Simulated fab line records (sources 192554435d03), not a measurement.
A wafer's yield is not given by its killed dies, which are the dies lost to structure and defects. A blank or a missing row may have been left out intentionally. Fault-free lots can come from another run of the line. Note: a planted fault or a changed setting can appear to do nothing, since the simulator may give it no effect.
The tool behind it: which one? ; flow n5-finfet ; 8 lots, 21 wafers sampled, at 9 steps of a route of 1938

WHAT EACH GAUGE READ, for each wafer
N5_BEOL_M3_OVL_MEAS_29. Usual: V2_OVL gives 0.1 nm (standard deviation 0.67).
lot;measured;on;V2_OVL (nm);flag
L457;day 7 07:03;overlay-01;-0.2 -0.1 0.1;
L460;day 8 01:32;overlay-02;0.7 -0.6 0.0;
L463;day 9 01:52;overlay-01;0.1 -0.3;
L469;day 10 10:43;overlay-02;1.1 0.4 0.9;
L474;day 11 20:17;overlay-02;0.7 0.5 0.0;
L475;day 11 22:42;overlay-01;0.3 -0.4 -0.2;
L477;day 12 13:49;overlay-02;0.4 0.8;
L478;day 12 18:01;overlay-01;1.7 0.1;

N5_BEOL_M3_OCD_MEAS_38. Usual: 55.8 nm for trench-depth-nm, sd 1.2.
lot;measured;on;trench-depth-nm (nm);flag
L457;day 7 09:11;ocd-01;54.5 55.7 55.4;
L460;day 8 19:23;ocd-02;55.3 54.8 54.5;
L463;day 9 03:12;ocd-01;54.5 56.1;
L469;day 10 13:26;ocd-02;54.7 54.9 54.1;
L474;day 11 21:43;ocd-01;- - 56.8;
L475;day 12 02:17;ocd-01;- 53.9 56.2;
L477;day 12 16:44;ocd-01;55.8 55.3;
L478;day 13 00:36;ocd-01;58.3 55.3;

N5_BEOL_M3_CD_MEAS_35: target cd 18 nm, target cd y 21 nm. Usual: 17.9 nm for cd-nm, sd 0.33.
lot;measured;on;cd-nm (nm);flag
L457;day 7 09:20;cd-sem-01;18.4 17.9 17.8;
L460;day 8 19:32;cd-sem-02;17.5 17.2 18.1;
L463;day 9 03:21;cd-sem-01;17.6 17.9;
L469;day 10 13:35;cd-sem-03;17.4 17.7 18.3;
L474;day 11 21:52;cd-sem-03;- - 18.1;
L475;day 12 02:43;cd-sem-02;- 17.6 18.4;
L477;day 12 16:59;cd-sem-03;17.6 18.0;
L478;day 13 00:46;cd-sem-02;18.0 18.5;

N5_BEOL_M4_RC_MEAS_101. Usual: DIBL_N 36.3 mV/V, standard deviation 1.6; DIBL_P 36.2 mV/V, standard deviation 2; IOFF_N 0.160 nA/um, standard deviation 0.028; IOFF_P 0.21 nA/um, standard deviation 0.036; ION_N 677 uA/um, standard deviation 11; ION_P 465 uA/um, standard deviation 6.9; SS_N 71.5 mV/dec, standard deviation 0.55; SS_P 73.3 mV/dec, standard deviation 0.64; VT_N 250 mV, standard deviation 3; VT_P -250 mV, standard deviation 3.5.
lot;measured;on;DIBL_N (mV/V);DIBL_P (mV/V);IOFF_N (nA/um);IOFF_P (nA/um);ION_N (uA/um);ION_P (uA/um);SS_N (mV/dec);SS_P (mV/dec);VT_N (mV);VT_P (mV);flag
L457;day 8 00:02;prober-02;35.3 36.1 36.5;35.1 35.6 36.0;0.145 0.159 0.167;0.20 0.21 0.22;682 679 675;464 471 462;70.8 70.7 70.7;72.4 72.5 72.9;250 248 249;-248 -247 -251;
L460;day 9 08:10;prober-01;33.3 34.5 34.5;33.7 34.8 33.9;0.114 0.136 0.139;0.15 0.17 0.16;660 679 669;456 470 457;70.6 70.5 71.2;72.6 72.8 73.1;256 255 252;-255 -252 -254;
L463;day 9 17:41;prober-01;37.7 35.0;40.4 36.8;0.219 0.160;0.27 0.20;702 675;478 459;71.6 71.2;74.7 72.7;243 250;-248 -252;
L469;day 11 02:11;prober-01;37.0 36.2 37.1;36.9 37.5 37.5;0.165 0.169 0.171;0.19 0.20 0.20;680 685 691;460 469 471;72.2 71.6 72.1;73.3 73.2 74.1;249 251 249;-254 -252 -256;
L474;day 12 16:55;prober-01;34.9;35.5;0.133;0.18;673;463;71.2;72.8;252;-251;
L475;day 12 16:49;prober-02;38.5 37.5;38.1 35.7;0.206 0.178;0.27 0.23;692 697;471 476;72.0 71.6;74.1 73.1;245 249;-246 -250;
L477;day 13 12:34;prober-02;34.3 34.5;34.8 34.4;0.135 0.128;0.20 0.18;665 665;463 462;71.1 70.9;73.0 73.1;251 253;-249 -252;
L478;day 13 18:03;prober-01;36.7 35.5;35.4 34.4;0.172 0.151;0.21 0.20;682 684;463 465;71.5 71.0;73.3 73.7;247 246;-250 -248;

EACH LOT AND THE TOOL THAT RAN IT (in order: tool; ch and the chambers of the sampled wafers; start)
lot;N5_BEOL_M3_HM_OPEN_17;N5_BEOL_M3_ETCHBACK_99;N5_BEOL_M3_ETCH_70;N5_BEOL_M3_VIA_ETCH_34;N5_BEOL_M3_STRIP_97
L457;rie-metal-03 ch 0,1, day 7 06:31;rie-diel-04 ch 0,1,3, day 7 08:47;rie-diel-04 ch 0,1,3, day 7 08:50;rie-diel-04 ch 0,1,3, day 7 08:56;rie-diel-04 ch 0,1,3, day 7 09:11 or earlier
L460;rie-metal-03 ch 0,1, day 8 00:50;rie-diel-04 ch 0,3, day 8 18:59;rie-diel-04 ch 0,3, day 8 19:01;rie-diel-04 ch 0,3, day 8 19:07;rie-diel-04 ch 0,3, day 8 19:23 or earlier
L463;rie-metal-02 ch 0,1, day 9 01:21;rie-diel-01 ch 0,1, day 9 02:49;rie-diel-01 ch 0,1, day 9 02:50;rie-diel-01 ch 0,1, day 9 02:56;rie-diel-01 ch 0,1, day 9 03:12 or earlier
L469;rie-metal-03 ch 1, day 10 09:54;rie-diel-04 ch 0,1,2, day 10 13:02;rie-diel-04 ch 0,1,2, day 10 13:05;rie-diel-04 ch 0,1,2, day 10 13:11;rie-diel-04 ch 0,1,2, day 10 13:26 or earlier
L474;rie-metal-03 ch 0,1, day 11 19:28;rie-diel-04 ch 1,2,3, day 11 21:19;rie-diel-04 ch 1,2,3, day 11 21:21;rie-diel-04 ch 1,2,3, day 11 21:27;rie-diel-04 ch 1,2,3, day 11 21:43 or earlier
L475;rie-metal-03 ch 0,1, day 11 22:11;rie-diel-05 ch 1,2, day 12 01:53;rie-diel-05 ch 1,2, day 12 01:55;rie-diel-05 ch 1,2, day 12 02:01;rie-diel-05 ch 1,2, day 12 02:17 or earlier
L477;rie-metal-01 ch 0,1, day 12 13:07;rie-diel-05 ch 0, day 12 16:20;rie-diel-05 ch 0, day 12 16:22;rie-diel-05 ch 0, day 12 16:28;rie-diel-05 ch 0, day 12 16:44 or earlier
L478;rie-metal-02 ch 0,1, day 12 17:29;rie-diel-01 ch 0,3, day 13 00:13;rie-diel-01 ch 0,3, day 13 00:14;rie-diel-01 ch 0,3, day 13 00:20;rie-diel-01 ch 0,3, day 13 00:36 or earlier
- N5_BEOL_M3_HM_OPEN_17: chemistry Cl2/BCl3, target TiN, target depth 20 nm, overetch 6 nm.
- N5_BEOL_M3_ETCHBACK_99: etches SiO2 in CHF3, target depth 5 nm, time 10.4 s.
- N5_BEOL_M3_ETCH_70: etches SOC in N2/H2, target depth 80 nm, overetch 16 nm, time 120 s.
- N5_BEOL_M3_VIA_ETCH_34: etches the open film in C4F6/O2, target depth 69.4 nm, time 65.9 s.
- N5_BEOL_M3_STRIP_97: strips in N2/H2, time 10 s.

AS READ BY THE TOOLS THEMSELVES (means over the sampled wafers that have a number; for cases with no such wafer, the mark the record gives instead)
N5_BEOL_M3_HM_OPEN_17. Usual: drypump-motor-current-A 5.62 A, standard deviation 0.28; mfc-cl2-sccm 53.24 sccm, standard deviation 0.15; oes-product-au 0.61 a.u., standard deviation 0.064; throttle-valve-pct 22.19 %, standard deviation 0.15.
lot;tool;drypump-motor-current-A (A);mfc-cl2-sccm (sccm);oes-product-au (a.u.);throttle-valve-pct (%);flag
L457;rie-metal-03;5.54;53.13;0.65;22.13;
L460;rie-metal-03;5.33;53.34;0.66;22.15;
L463;rie-metal-02;5.55;53.41;0.61;22.09;
L469;rie-metal-03;5.15;53.28;0.64;22.17;
L474;rie-metal-03;5.33;53.11;0.56;22.30;
L475;rie-metal-03;5.53;53.22;0.59;22.23;
L477;rie-metal-01;5.83;53.34;0.69;22.24;
L478;rie-metal-02;5.54;53.27;0.59;22.11;

N5_BEOL_M3_ETCHBACK_99. Usual: drypump-motor-current-A 5.8 A, standard deviation 0.56; oes-product-au 0.80 a.u., standard deviation 0.075; rf-vpp-V 241 V, standard deviation 5.9; showerhead-plenum-p-Torr 2.17 Torr, standard deviation 0.056; throttle-valve-pct 17.09 %, standard deviation 0.28.
lot;tool;drypump-motor-current-A (A);oes-product-au (a.u.);rf-vpp-V (V);showerhead-plenum-p-Torr (Torr);throttle-valve-pct (%);flag
L457;rie-diel-04;5.8;0.73;240;2.20;17.10;
L460;rie-diel-04;5.7;0.69;246;2.20;17.10;
L463;rie-diel-01;6.1;0.85;243;2.21;16.75;
L469;rie-diel-04;6.1;0.73;238;2.15;17.31;
L474;rie-diel-04;5.8;0.50;237;2.15;17.07;OFF
L475;rie-diel-05;5.4;0.57;237;2.11;17.10;OFF
L477;rie-diel-05;5.7;0.75;250;2.25;16.83;
L478;rie-diel-01;6.0;0.82;244;2.21;17.11;

N5_BEOL_M3_ETCH_70. Usual: drypump-motor-current-A 5.8 A, standard deviation 0.56; n2-flow-sccm 200.0 sccm, standard deviation 0.64; oes-product-au 0.61 a.u., standard deviation 0.054; rf-vpp-V 524.4 V, standard deviation 2.3; showerhead-plenum-p-Torr 2.56 Torr, standard deviation 0.082; throttle-valve-pct 17.87 %, standard deviation 0.24.
lot;tool;drypump-motor-current-A (A);n2-flow-sccm (sccm);oes-product-au (a.u.);rf-vpp-V (V);showerhead-plenum-p-Torr (Torr);throttle-valve-pct (%);flag
L457;rie-diel-04;5.8;199.8;0.56;525.9;2.61;17.95;
L460;rie-diel-04;5.8;200.3;0.54;525.6;2.62;17.92;
L463;rie-diel-01;6.1;199.6;0.65;527.0;2.65;17.61;
L469;rie-diel-04;6.2;200.4;0.56;523.1;2.54;18.10;
L474;rie-diel-04;5.8;200.3;0.62;522.8;2.53;17.86;
L475;rie-diel-05;5.4;200.3;0.55;522.8;2.50;17.91;
L477;rie-diel-05;5.7;200.2;0.58;527.0;2.66;17.62;
L478;rie-diel-01;6.0;200.4;0.62;526.0;2.63;17.93;

N5_BEOL_M3_VIA_ETCH_34. Usual: C4F6_flow_sccm 9.996 sccm, standard deviation 0.026; drypump-motor-current-A 5.8 A, standard deviation 0.56; oes-product-au 0.80 a.u., standard deviation 0.075; rf-vpp-V 666 V, standard deviation 16; showerhead-plenum-p-Torr 2.86 Torr, standard deviation 0.072; throttle-valve-pct 30.9 %, standard deviation 0.38.
lot;tool;C4F6_flow_sccm (sccm);drypump-motor-current-A (A);oes-product-au (a.u.);rf-vpp-V (V);showerhead-plenum-p-Torr (Torr);throttle-valve-pct (%);flag
L457;rie-diel-04;10.011;5.8;0.72;666;2.90;30.8;
L460;rie-diel-04;9.999;5.8;0.69;679;2.91;30.7;
L463;rie-diel-01;9.980;6.2;0.86;675;2.92;30.4;
L469;rie-diel-04;9.967;6.2;0.72;658;2.84;31.1;
L474;rie-diel-04;9.997;5.8;0.50;655;2.84;30.8;OFF
L475;rie-diel-05;9.984;5.4;0.57;657;2.79;30.8;OFF
L477;rie-diel-05;10.000;5.7;0.77;692;2.96;30.6;
L478;rie-diel-01;10.003;6.0;0.81;672;2.92;30.9;

N5_BEOL_M3_STRIP_97. Usual: drypump-motor-current-A 5.8 A, standard deviation 0.56; n2-flow-sccm 200.0 sccm, standard deviation 0.62; oes-product-au 0.80 a.u., standard deviation 0.073; rf-vpp-V 59.3 V, standard deviation 0.87; showerhead-plenum-p-Torr 2.56 Torr, standard deviation 0.082; throttle-valve-pct 23.77 %, standard deviation 0.26.
lot;tool;drypump-motor-current-A (A);n2-flow-sccm (sccm);oes-product-au (a.u.);rf-vpp-V (V);showerhead-plenum-p-Torr (Torr);throttle-valve-pct (%);flag
L457;rie-diel-04;5.8;199.4;0.73;59.1;2.60;23.87;
L460;rie-diel-04;5.8;199.9;0.69;59.0;2.61;23.75;
L463;rie-diel-01;6.2;199.7;0.86;58.6;2.65;23.48;
L469;rie-diel-04;6.2;200.1;0.73;59.0;2.54;24.00;
L474;rie-diel-04;5.8;199.9;0.80;59.8;2.53;23.77;
L475;rie-diel-05;5.4;199.8;0.73;58.7;2.49;23.84;
L477;rie-diel-05;5.7;200.1;0.77;60.0;2.66;23.48;
L478;rie-diel-01;6.0;200.5;0.81;59.0;2.62;23.79;

THE ANSWER, worked out from the rows above alone
Rule: a lot counts as off when the mean over its wafers that have a number is more than 3 standard deviations away from the usual mean. A lot without any number at a reading at which 4 lots or more have one is off too. Where the step has rows for the other lots, those lots are counted as sound. After the gauges, taken in route order, come the tools' own readings; for these a lot's mean is taken, as printed above. At the first step where some lot is off, the reading lying furthest off is the one used; lots without a number count as furthest.
Off, at N5_BEOL_M3_ETCHBACK_99 on oes-product-au: L474, L475.
A tool fits if, at that step or a process step before it, it ran every lot that is off, and no sound lot after the first of them. One fits: rie-metal-03 at N5_BEOL_M3_HM_OPEN_17. A fault onset in the window from L469 (day 10 09:54, its last sound lot) to L474 (day 11 19:28, its first lot off) fits.

WHAT WAS PUT IN BY THE SIMULATOR
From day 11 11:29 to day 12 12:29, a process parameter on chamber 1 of rie-metal-03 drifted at N5_BEOL_M3_HM_OPEN_17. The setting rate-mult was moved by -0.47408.
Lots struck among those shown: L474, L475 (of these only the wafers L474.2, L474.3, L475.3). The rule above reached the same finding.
